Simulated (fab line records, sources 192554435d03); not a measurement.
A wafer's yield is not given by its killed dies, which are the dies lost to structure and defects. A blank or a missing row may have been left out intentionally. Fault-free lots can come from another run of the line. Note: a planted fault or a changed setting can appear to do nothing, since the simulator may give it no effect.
Which of the tools did it?    flow n5_finfet    39 wafers from 14 lots sampled at 2 of the route's 1938 steps

## WHAT EACH GAUGE READ, for each wafer
N5_BEOL_M10_CD_MEAS_28: target cd 70 nm. Usual: cd_nm reads 70.4 nm (standard deviation 1).
lot   measured      on         cd_nm (nm)      flag
L909  day 9 21:52   cd_sem-03  70.6 69.6 70.4  
L910  day 10 06:09  cd_sem-02  70.0 70.0 69.8  
L912  day 11 01:14  cd_sem-03  68.9 70.0 69.8  
L913  day 11 08:29  cd_sem-02  71.4 70.3       
L914  day 11 08:38  cd_sem-01  70.8 71.8 71.0  
L915  day 11 15:52  cd_sem-02  71.2 71.1       
L916  day 12 02:37  cd_sem-03  68.7 69.4 68.8  
L920  day 12 18:52  cd_sem-02  - - -           OFF
L921  day 13 13:02  cd_sem-01  - - -           OFF
L928  day 15 00:20  cd_sem-01  71.3 71.4 70.6  
L930  day 15 17:11  cd_sem-01  71.6 71.2 71.6  
L929  day 15 17:21  cd_sem-01  71.4 72.5 71.9  
L931  day 15 20:47  cd_sem-03  70.1 70.9 70.2  
L932  day 16 15:34  cd_sem-02  69.8 71.8       

## EACH LOT AND THE TOOL THAT RAN IT (in order: tool; ch and the chambers of the sampled wafers; start)
lot   N5_BEOL_M10_DEVELOP_27
L909  litho_track-04 ch 0, day 9 21:48
L910  litho_track-03 ch 0, day 10 06:05
L912  litho_track-03 ch 0, day 11 01:11
L913  litho_track-04 ch 0, day 11 08:25
L914  litho_track-04 ch 0, day 11 08:35
L915  litho_track-02 ch 0, day 11 15:47
L916  litho_track-03 ch 0, day 12 02:33
L920  litho_track-02, day 12 18:48
L921  litho_track-03, day 13 12:58
L928  litho_track-04 ch 0, day 15 00:17
L930  litho_track-02 ch 0, day 15 17:07
L929  litho_track-04 ch 0, day 15 17:17
L931  litho_track-04 ch 0, day 15 20:44
L932  litho_track-02 ch 0, day 16 15:30
- N5_BEOL_M10_DEVELOP_27: develop time 30 s.

## AS READ BY THE TOOLS THEMSELVES (means over the sampled wafers that have a number; for cases with no such wafer, the mark the record gives instead)
N5_BEOL_M10_DEVELOP_27. Usual: chill_plate_temp_C reads 22.99 C (standard deviation 0.1).
lot   tool            chill_plate_temp_C (C)  flag
L909  litho_track-04  23.09                   
L910  litho_track-03  23.00                   
L912  litho_track-03  23.09                   
L913  litho_track-04  23.02                   
L914  litho_track-04  22.88                   
L915  litho_track-02  23.00                   
L916  litho_track-03  23.06                   
L920  litho_track-02  -                       OFF
L921  litho_track-03  -                       OFF
L928  litho_track-04  22.97                   
L930  litho_track-02  22.94                   
L929  litho_track-04  23.08                   
L931  litho_track-04  22.98                   
L932  litho_track-02  22.95                   

## THE ANSWER, worked out from the rows above alone
Rule: a lot is off if the mean of its wafers that have a number lies more than 3 standard deviations from the usual mean. A lot without any number at a reading at which 4 lots or more have one is off too. All remaining lots with rows at the step are treated as sound. First the gauges in route order, then the tools' own readings, where a lot's mean is used as printed above. The first step at which some lot is off is used, and at that step the reading that is off furthest; a lot without a number counts as furthest.
Off: L920, L921, at N5_BEOL_M10_CD_MEAS_28 (cd_nm). Without a number there: L920, L921.
A tool fits if, at a process step before that reading, it ran every lot that is off, and no sound lot after the first of them. The gauges at N5_BEOL_M10_CD_MEAS_28 aren't tried: what is off there is off at N5_BEOL_M10_DEVELOP_27 too, on other tools, and a gauge's error can't cause that. Not one of the candidates tried fits.

## WHAT THE SIMULATOR PUT IN
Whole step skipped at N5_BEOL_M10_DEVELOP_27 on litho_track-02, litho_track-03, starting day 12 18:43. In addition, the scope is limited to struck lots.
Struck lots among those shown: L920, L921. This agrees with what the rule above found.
